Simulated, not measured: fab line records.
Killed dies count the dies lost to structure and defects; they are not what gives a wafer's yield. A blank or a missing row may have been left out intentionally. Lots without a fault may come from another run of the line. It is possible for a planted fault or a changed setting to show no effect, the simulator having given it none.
Which tool is to blame?    flow nand-harc    10 lots with 30 wafers sampled at 5 steps, on a route of 1159 steps

WHAT THE GAUGES SHOWED, per wafer
NHARC_END_SORT_01.
lot   measured      on         killed-at-array
L471  day 24 12:33  prober-02  119 114 120
L474  day 24 11:00  prober-01  116 118 122

WHAT TOOL EACH LOT RAN ON (gives the tool, then ch and the chambers of the sampled wafers, and finally the start)
lot   NHARC_A_CHANNEL_FILL_D1_ALD_03       NHARC_A_BONDPAD_PVD_17                   NHARC_A_BONDPAD_PVD_27                   NHARC_THIN_TSV_ANNEAL_52
L460  ald-sin-batch-03 ch 0, day 8 20:59   pvd-sputter-02, day 19 17:02 or earlier  pvd-sputter-02, day 19 17:02 or earlier  rtp-anneal-02 ch 0, day 19 17:02
L461  ald-sin-batch-01 ch 0, day 9 10:36   pvd-sputter-01, day 19 22:30 or earlier  pvd-sputter-01, day 19 22:30 or earlier  rtp-anneal-02 ch 0, day 19 22:30
L462  ald-sin-batch-01 ch 0, day 9 10:36   pvd-sputter-02, day 19 23:34 or earlier  pvd-sputter-02, day 19 23:34 or earlier  rtp-anneal-02 ch 0, day 19 23:34
L463  ald-sin-batch-02 ch 0, day 9 23:23   pvd-sputter-01, day 20 21:05 or earlier  pvd-sputter-01, day 20 21:05 or earlier  rtp-anneal-01 ch 0, day 20 21:05
L464  ald-sin-batch-02 ch 0, day 9 23:23   pvd-sputter-03, day 20 20:08 or earlier  pvd-sputter-03, day 20 20:08 or earlier  rtp-anneal-02 ch 0, day 20 20:08
L465  ald-sin-batch-01 ch 0, day 10 03:35  pvd-sputter-01, day 21 03:49 or earlier  pvd-sputter-01, day 21 03:49 or earlier  rtp-anneal-01 ch 0, day 21 03:49
L466  ald-sin-batch-02 ch 0, day 10 12:32  pvd-sputter-02, day 21 04:25 or earlier  pvd-sputter-02, day 21 04:25 or earlier  rtp-anneal-02 ch 0, day 21 04:25
L467  ald-sin-batch-02 ch 0, day 10 12:32  pvd-sputter-03, day 21 05:31 or earlier  pvd-sputter-03, day 21 05:31 or earlier  rtp-anneal-01 ch 0, day 21 05:31
L471  ald-sin-batch-01 ch 0, day 13 03:11  pvd-sputter-02, day 23 23:50 or earlier  pvd-sputter-02, day 23 23:50 or earlier  rtp-anneal-02 ch 0, day 23 23:50
L474  ald-sin-batch-01 ch 0, day 13 07:22  pvd-sputter-03, day 24 00:37 or earlier  pvd-sputter-03, day 24 00:37 or earlier  rtp-anneal-01 ch 0, day 24 00:37
- NHARC_A_CHANNEL_FILL_D1_ALD_03: deposits SiNx, target thk 6 nm, pulse time 60 s, ald cycles 58.
- NHARC_A_BONDPAD_PVD_17: deposits TaN, target thk 5 nm, time 8.06 s.
- NHARC_A_BONDPAD_PVD_27: deposits Cu, target thk 30 nm, time 20.49 s.
- NHARC_THIN_TSV_ANNEAL_52: time 90 s.

THE ANSWER, worked out from the rows above alone
Rule: what is usual is taken from the lots themselves. The widest of any qualifying gaps counts: lots, ordered by their means at a reading, are off when they make up no more than a third of the lots, leave a main group of 4 or more, and stand apart from it by 3 or more times the standard deviation of that group's means. If all means in a main group match to the digits the tables above print for the reading, that group is not used. Also off: a lot with no number at a reading for which 4 or more lots have one. Where the step has rows for the other lots, those lots are counted as sound.
No lot is off on any of the readings shown, so nothing can be concluded from this.

WHAT HAD BEEN PUT IN BY THE SIMULATOR
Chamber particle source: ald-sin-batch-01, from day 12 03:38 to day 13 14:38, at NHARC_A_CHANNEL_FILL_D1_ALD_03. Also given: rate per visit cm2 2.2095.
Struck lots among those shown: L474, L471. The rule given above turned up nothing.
